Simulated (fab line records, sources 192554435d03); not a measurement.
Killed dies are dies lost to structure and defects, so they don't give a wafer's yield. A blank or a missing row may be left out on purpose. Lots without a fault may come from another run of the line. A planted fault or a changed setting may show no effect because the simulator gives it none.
fab line records | flow n5_finfet
record lots=4 wafers=12 last_day=17
route steps=1938 shown PMOS_HMC_CHANNEL_EPI@83 FIN_SAQP@90 FIN_CUT@165 PASSIVATION@1936
lots that met no fault: from a run of the same line without faults
start_h: hours from the record's first day to the start of the lot's first wafer shown | wait_h: hours since the lot's step before | " the same as in the row above | L1.1+2: a row that stands for several wafers | - no value, or no start given | * or withheld: withheld | < > ~ a bound
route shown NAME@n: a module of which the file shows steps, and the number in the route of the first | usual: mean/standard deviation of fault-free wafers | same: alike in all rows | chamber/n: place in a boat | sites: the reading at each site | _std_site: their standard deviation | _edge_site: outer sites' mean less inner sites' | radius_mm: how far each site lies from the wafer's centre | mask NAME#n: copy n | behind: the tool/chamber that last shaped the wafer | hold: why the lot was held/for how many hours/how that ended | device: the transistor (n, p or np) that didn't switch | end of line: the same wafers' tests at the end of the route | a step without rows: its recipe alone | killed: dies lost to structure and defects at the first sort, not the wafer's yield | map: a wafer's dies, x killed, . not, _ none there
set.NAME: the setting as run; set.NAME@STEP: as run at that earlier step | model.NAME: the simulator's own value behind a step, which no gauge read
lots at some steps of the route; a table a step, a row a wafer
services: from which hour (start_h, from the record's first day; less than 0 if before it) a tool's chamber was out of use, for how many hours, and why
## steps
# step N5_PMOS_HMC_CHANNEL_EPI_PRECLEAN_40
# recipe chemistry=DHF time_s=30 temp_c=25 dilution=withheld
# step N5_PMOS_HMC_CHANNEL_EPI_PRECLEAN_37
# recipe chemistry=O3/DIW time_s=45 temp_c=22 o3_ppm=10
# step N5_PMOS_HMC_CHANNEL_EPI_PRECLEAN_24
# recipe chemistry=DHF time_s=30 temp_c=25 dilution=withheld
# step N5_PMOS_HMC_CHANNEL_EPI_SRD_25
# recipe dry=ipa_marangoni do_ppb=5 time_s=30 temp_c=23 rinse_liquid=diw
# step N5_PMOS_HMC_CHANNEL_EPI_EPI_26
# recipe material=Si target_thk_a=38 temp_c=650 precursor=SiH4/H2 pressure_torr=20 time_s=22.7
# step N5_FIN_SAQP_PRECLEAN_42
# recipe chemistry=O3/DIW time_s=60 temp_c=22 o3_ppm=10
# step N5_FIN_SAQP_PRECLEAN_00
# recipe chemistry=SC1 time_s=60 temp_c=55 mix=1:2:50
# step N5_FIN_SAQP_PRECLEAN_44
# recipe chemistry=SC2 time_s=45 temp_c=35 mix=1:1:50
# step N5_FIN_SAQP_SRD_01
# recipe dry=ipa_marangoni time_s=30 temp_c=23 rinse_liquid=diw
# step N5_FIN_SAQP_ALD_61
# recipe material=SiO2 target_thk_a=40 temp_c=300 ald_precursor_family=BDEAS ald_co_reactant=O2-plasma pulse_time_s=1 purge_time_s=2 co_reactant_purge_time_s=2 ald_cycles=43 pressure_torr=2
# usual heater_power_w=472/39 precursor_pulse_height_rel=1.001/0.021
# same co_reactant_purge_time_s=2
# columns lot.wafer tool chamber start_h wait_h heater_power_w precursor_pulse_height_rel since_wet_clean_h
L780.3 ald_sin-03 2 32.44 0.0 481 1.017 24
L780.5 " 2 " " 486 0.968 -
L780.6 " 3 " " 520 1.028 -
L790.3 ald_sin-03 1 95.38 2.0 512 0.973 87
L790.5 " 0 " " 425 1.004 -
L790.6 " 3 " " 524 1.002 -
L792.2 ald_sin-03 1 108.69 0.0 504 1.000 100
L792.3 " 3 " " 524 1.023 100
L792.6 " 2 " " 484 0.996 -
L801.4 ald_sin-04 1 161.78 0.8 511 1.043 260
L801.5 " 1 " " 498 1.013 -
L801.6 " 2 " " 467 1.015 -
# step N5_FIN_SAQP_DENSIFY_62
# recipe temp_c=700 time_s=60 ambient=N2 idle_temp_c=600 ramp_up_c_per_s=150 ramp_down_c_per_s=60 cool_to_c=600
# step N5_FIN_SAQP_HM_DEP_03
# recipe material=SiNx target_thk_a=380 temp_c=400 precursor=SiH4/NH3/N2 pressure_torr=1.5 rf_w=300 time_s=33.6
# step N5_FIN_SAQP_PECVD_47
# recipe material=a-Si target_thk_a=450 temp_c=400 precursor=SiH4/He pressure_torr=3 rf_w=100 time_s=36.3
# step N5_FIN_SAQP_PECVD_48
# recipe material=SiNx target_thk_a=250 temp_c=400 precursor=SiH4/NH3/N2 pressure_torr=1.5 rf_w=300 time_s=22.1
# step N5_FIN_SAQP_PECVD_06
# recipe material=a-Si target_thk_a=600 temp_c=400 precursor=SiH4/He pressure_torr=3 rf_w=100 time_s=48.1
# step N5_FIN_SAQP_HM_DEP_72
# recipe material=SiO2 target_thk_a=120 temp_c=400 precursor=SiH4/N2O pressure_torr=0.75 rf_w=275 time_s=7.2
# step N5_FIN_SAQP_COAT_49
# recipe resist=SOC temp_c=250 time_s=60 spin_rpm=1500 resist_thk_nm=100
# step N5_FIN_SAQP_COAT_50
# recipe resist=SiARC temp_c=220 time_s=60 spin_rpm=1500 resist_thk_nm=35
# step N5_FIN_SAQP_COAT_10
# recipe resist=CAR-ArF spin_rpm=1500 resist_thk_nm=90
# step N5_FIN_SAQP_EBR_12
# recipe solvent=PGMEA ebr_width_mm=1.5
# step N5_FIN_SAQP_SOFTBAKE_11
# recipe temp_c=110 time_s=60 resist=CAR-ArF
# step N5_FIN_SAQP_EXPOSE_13
# recipe mask_id=FIN_CORE na=1.35 source_shape=dipole sigma_inner=0.538 sigma_outer=0.738 polarization=te target_cd_nm=35.6 dose_mj=63.25
# step N5_FIN_SAQP_PEB_14
# recipe peb_temp_c=withheld peb_time_s=60 resist=CAR-ArF
# step N5_FIN_SAQP_DEVELOP_15
# recipe develop_time_s=30 developer=TMAH resist=CAR-ArF dev_temp_c=23 rinse_liquid=diw dry=air_spin
# step N5_FIN_SAQP_INSPECT_18
# recipe mode=adi inspect_instrument=brightfield
# usual raw_defect_count=433/120
# columns lot.wafer tool chamber start_h wait_h raw_defect_count
L780.3 defect_inspect-02 - 33.81 0.0 370
L780.5 " - " " 352
L780.6 " - " " 343
L790.3 defect_inspect-01 - 96.75 0.0 1270
L790.5 " - " " 1324
L790.6 " - " " 1340
L792.2 defect_inspect-01 - 110.14 0.0 1443
L792.3 " - " " 1469
L792.6 " - " " 1280
L801.4 defect_inspect-01 - 163.24 0.0 373
L801.5 " - " " 600
L801.6 " - " " 410
# step N5_FIN_SAQP_DESCUM_21
# recipe chemistry=O2 time_s=7.9 source_power_w=50 bias_power_w=20 pressure_mtorr=20 rf_frequency_hz=2.712e+07 temp_c=40 resist=CAR-ArF o2_flow_sccm=225
# step N5_FIN_SAQP_ETCH_51
# recipe chemistry=CF4 target=SiARC target_depth_a=455 mask_material=CAR-ArF time_s=75.8 ion_energy_ev=80 pressure_mtorr=40 source_w=545 bias_w=36 Ar_flow_sccm=100 cf4_flow_sccm=100 ends=cleared
# step N5_FIN_SAQP_ETCH_52
# recipe chemistry=N2/H2 target=SOC target_depth_a=1000 overetch_a=200 mask_material=SiARC temp_c=40 time_s=150 ion_energy_ev=200 pressure_mtorr=30 source_w=840 bias_w=150 n2_flow_sccm=200 h2_flow_sccm=200 ends=end_point
# step N5_FIN_SAQP_STRIP_53
# recipe chemistry=N2/H2 temp_c=40 n2_flow_sccm=200 h2_flow_sccm=200 rf_frequency_hz=6e+07
# step N5_FIN_SAQP_HM_OPEN_73
# recipe chemistry=CHF3/O2 target=SiO2 stop_on=a-Si target_depth_a=120 over_etch_frac=1.8 mask_material=SOC time_s=16.8 pressure_mtorr=30 source_w=650 bias_w=170 Ar_flow_sccm=200 CHF3_flow_sccm=50 O2_flow_sccm=5 ion_energy_ev=200 ends=end_point
# step N5_FIN_SAQP_STRIP_74
# recipe chemistry=CHF3/O2 resist=SiARC rf_frequency_hz=6e+07
# step N5_FIN_SAQP_MANDREL_ETCH_22
# recipe target_depth_a=600 chemistry=HBr/Cl2 target=a-Si stop_on=SiNx bt_time_s=10 over_etch_frac=0.5 time_s=30 pressure_mtorr=10 icp_w=800 bias_w=75 HBr_flow_sccm=150 Cl2_flow_sccm=80 ends=end_point
# step N5_FIN_SAQP_STRIP_55
# recipe chemistry=N2/H2 power_w=500 temp_c=40 pressure_mtorr=50 rf_frequency_hz=6e+07 overash_fraction=0.3 bias_power_w=28 h2_frac=0.5 n2_flow_sccm=300 h2_flow_sccm=300
# step N5_FIN_SAQP_STRIP_23
# recipe chemistry=SPM time_s=750 temp_c=130 h2so4_h2o2_vol_ratio=4
# step N5_FIN_SAQP_SRD_66
# recipe dry=ipa_marangoni time_s=30 temp_c=23 rinse_liquid=diw
# step N5_FIN_SAQP_INSPECT_40
# recipe inspect_instrument=brightfield mode=aei
# usual raw_defect_count=229/64
# columns lot.wafer tool chamber start_h wait_h raw_defect_count
L780.3 defect_inspect-02 - 38.67 0.0 254
L780.5 " - " " 214
L780.6 " - " " 181
L790.3 defect_inspect-01 - 103.36 0.0 1130
L790.5 " - " " 1163
L790.6 " - " " 1236
L792.2 defect_inspect-02 - 114.61 0.0 1152
L792.3 " - " " 1165
L792.6 " - " " 1127
L801.4 defect_inspect-02 - 167.99 0.0 193
L801.5 " - " " 214
L801.6 " - " " 353
# step N5_FIN_CUT_INSPECT_10
# recipe mode=adi inspect_instrument=brightfield
# usual raw_defect_count=42/11
# columns lot.wafer tool chamber start_h wait_h raw_defect_count
L780.3 defect_inspect-01 - 39.18 0.0 52
L780.5 " - " " 46
L780.6 " - " " 41
L790.3 defect_inspect-02 - 103.87 0.0 953
L790.5 " - " " 961
L790.6 " - " " 984
L792.2 defect_inspect-01 - 115.00 0.0 1016
L792.3 " - " " 995
L792.6 " - " " 951
L801.4 defect_inspect-02 - 168.38 0.0 38
L801.5 " - " " 34
L801.6 " - " " 52
# step N5_PASSIVATION_PROBE_49
# usual killed_at_M0_to_M3=34/11 killed_at_M4_up=14/5.7 killed_at_contacts=14/6.9 killed_at_front_end=40/11 killed_at_other=4/3.1 killed_dies=105/17 killed_open=70/13 killed_short=34/7.6
# same gross_dies=1180 killed_at_back_side=0
# columns lot.wafer tool chamber start_h wait_h killed_at_M0_to_M3 killed_at_M4_up killed_at_contacts killed_at_front_end killed_at_other killed_dies killed_open killed_short
L790.3 prober-01 - 362.21 0.1 34 12 12 167 0 225 59 30
L790.5 prober-01 - 362.31 0.2 56 6 9 159 2 232 73 45
L790.6 prober-01 - 362.36 0.3 22 12 15 171 4 224 49 31
L792.2 prober-01 - 369.43 0.1 38 9 8 195 6 256 65 48
L792.3 prober-01 - 369.48 0.1 28 16 0 183 7 234 65 29
L792.6 prober-01 - 369.63 0.3 36 21 15 151 11 234 98 40
# killed by level:class
L790.3 FIN_SAQP:unspecified=134 MOL_CONTACT_COAG:geometric_particle:open=11 BEOL_M3:geometric_particle:open=9 BEOL_M1:geometric_particle:open=6 BEOL_M0_SAQP:geometric_particle:short=5 STARTING-WAFER:geometric_particle:open=5 FIN_SAQP:geometric_particle:short=4 STI_FIN_REVEAL:geometric_particle:open=4
L790.5 FIN_SAQP:unspecified=113 BEOL_M0_SAQP:geometric_particle:short=16 FIN_SAQP:geometric_particle:short=11 BEOL_M1:geometric_particle:open=11 FIN_SAQP:geometric_particle:open=10 STI_FIN_REVEAL:geometric_particle:open=10 BEOL_M2:geometric_particle:open=8 MOL_CONTACT_COAG:geometric_particle:open=8
L790.6 FIN_SAQP:unspecified=142 MOL_CONTACT_COAG:geometric_particle:open=10 BEOL_M4:geometric_particle:open=7 FIN_SAQP:geometric_particle:short=6 GATE_CUT:geometric_particle:short=6 BEOL_M3:geometric_particle:open=6 STI_FIN_REVEAL:geometric_particle:open=5 MOL_CONTACT_COAG:geometric_particle:short=5
L792.2 FIN_SAQP:unspecified=143 BEOL_M0_SAQP:geometric_particle:short=14 FIN_SAQP:geometric_particle:open=11 BEOL_M0_SAQP:geometric_particle:open=10 FIN_SAQP:geometric_particle:short=9 STI_FIN_REVEAL:geometric_particle:open=7 ILD0:geometric_particle:short=7 MOL_CONTACT_COAG:geometric_particle:open=7
L792.3 FIN_SAQP:unspecified=139 STI_FIN_REVEAL:geometric_particle:open=8 FIN_SAQP:geometric_particle:open=7 FIN_SAQP:geometric_particle:short=6 DUMMY_GATE:geometric_particle:open=6 BEOL_M0_SAQP:geometric_particle:short=6 ILD0:geometric_particle:short=5 BEOL_M1:geometric_particle:open=5
L792.6 FIN_SAQP:unspecified=95 MOL_CONTACT_COAG:geometric_particle:open=15 FIN_SAQP:geometric_particle:open=13 STI_FIN_REVEAL:geometric_particle:open=10 BEOL_M0_SAQP:geometric_particle:open=10 DUMMY_GATE:geometric_particle:open=8 FIN_SAQP:geometric_particle:short=7 BEOL_M3:geometric_particle:open=7
# map L790.5 (x killed, . not)
_________________......x.xxxx________________
______________..........xxxxxxxx_____________
___________xx....x....xxxxxxxxxxxxx__________
__________............xxxxxxxxxxxxxx_________
________..........x..xx.xxxxxxxxxxxxxx_______
_______...............xxxxxxxxxxxxx.xx.______
______......x.x.xx...xx...xxxxxxxxxx.xx._____
_____.........x.......xxxxxxxxxxxxxx.....____
____..............x...xxx.xxxxxx.xxx......___
___x....................xxxxxxx...x..x.....__
___.x.......................x....x.x...x...__
__x..............x.........................._
__.......xx.....x..xx.x.x.x....x............_
_xx.......x..x...............x.x...........x.
_.....x..................x......x.....x......
_...x...........x........x...............x...
_...................x.......x..x..xx..x..x...
_....................x........x.x...........x
_...........x..xxxx........x.................
_......x..x...x..........x.........x........x
_.............................xx.............
__.........................xx............x.._
__x.x.x......x.x......x.........x..........._
___.....x....x.x...x...........x.........xx__
___................x................x......__
____......x......x..x...........xx........___
_____....x...........x..xxx..x...........____
______........................x....xx.xx_____
_______.............x.......x..........______
________......x......................._______
__________.......................x.._________
___________.x...x....x.............__________
______________.................._____________
_________________...x.x....x.________________
# map L792.2 (x killed, . not)
_________________............________________
______________....xx..x.x......._____________
___________.....x...x.......x......__________
__________...x.x............x.....x._________
________.............x......x........._______
_______x.............x.......x.........______
______..x.x...............x............._____
_____..x.......x...x......x.......x..x...____
____x.x....x......................x..x.x.x___
___x.........x.............................__
___x.x.....x...............x.x.........x...__
__.............................x............_
__...x............x.........x.....x.......x._
_..........................x.x...x.........xx
_..........x.xx............xxxxxxx...x...x...
_..xx...............x......x.xxxxxx...x......
_...x.x..x..............x.xxxxxxxxxxx........
_.......x..xx....x....x.xxxxxxxxxxxxxxx......
_.......................xxxxxxxxxxxxx.x....x.
_...............x....xxxxxxxxxxxxxxxxxxx.....
_.x....x........x.......xxxxxxxxxxxxx.x......
__.........x...........x.xxxxxxxxxxxxxx....._
__.....xx...........x..x.xxxxxxxxxxxx......._
___..........x.x.........xxxxxxxxxxx.x.....__
___...x.x....x..x.........xx.xxxxxx........__
____......x.............xx.x.x.xx....x....___
_____..........x..........x.............x____
______........x...................x....._____
_______x................x......x....x..______
________.....xx....x.....x...x....x..._______
__________...x..........x...x.xx...._________
___________.x.x.....x.....xx..x....__________
______________x..........x.....x_____________
_________________............________________
## services
# columns tool chamber start_h hours kind
ald_sin-03 0 8.65 - clean
ald_sin-03 1 8.65 - clean
ald_sin-03 2 8.65 - clean
ald_sin-03 3 8.65 - clean
ald_sin-03 - 15.42 1.7 repair
ald_sin-04 2 15.67 2.9 repair
ald_sin-03 3 41.01 7.4 repair
ald_sin-04 1 44.29 13.1 repair
ald_sin-04 - 80.53 2.8 pm
ald_sin-03 2 129.97 7.7 repair
ald_sin-04 - 147.83 1.5 repair
## key
first_sign step=N5_FIN_SAQP_INSPECT_18 reading=raw_defect_count direction=up sigmas=7.8 usual=433 struck=1354
effect step=N5_FIN_SAQP_INSPECT_40 reading=raw_defect_count direction=up sigmas=15 usual=229 struck=1162
effect step=N5_FIN_CUT_INSPECT_10 reading=raw_defect_count direction=up sigmas=83 usual=42 struck=977
effect step=N5_PASSIVATION_PROBE_49 reading=killed_at_front_end direction=up sigmas=12 usual=40 struck=171
more_kills_born_at N5_FIN_SAQP_ALD_61@ald_sin-03=766
met_at N5_FIN_SAQP_ALD_61
struck_wafers L790.3,L790.5,L790.6,L792.2,L792.3,L792.6
tester_left_out L790,L792
onset_between 32.44 95.38
fault kind=chamber_particle_source tool=ald_sin-03 chamber=- onset_h=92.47 steps=N5_FIN_SAQP_ALD_61 rate_per_visit_cm2=1.4565 end_h=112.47
# tester_left_out: of these lots the tester's yield and bins aren't shown, on N5 and GAA mostly nor the transistor test; their killed dies are dies lost to structure and defects alone, not to doping, threshold or leakage, so they don't give the yield
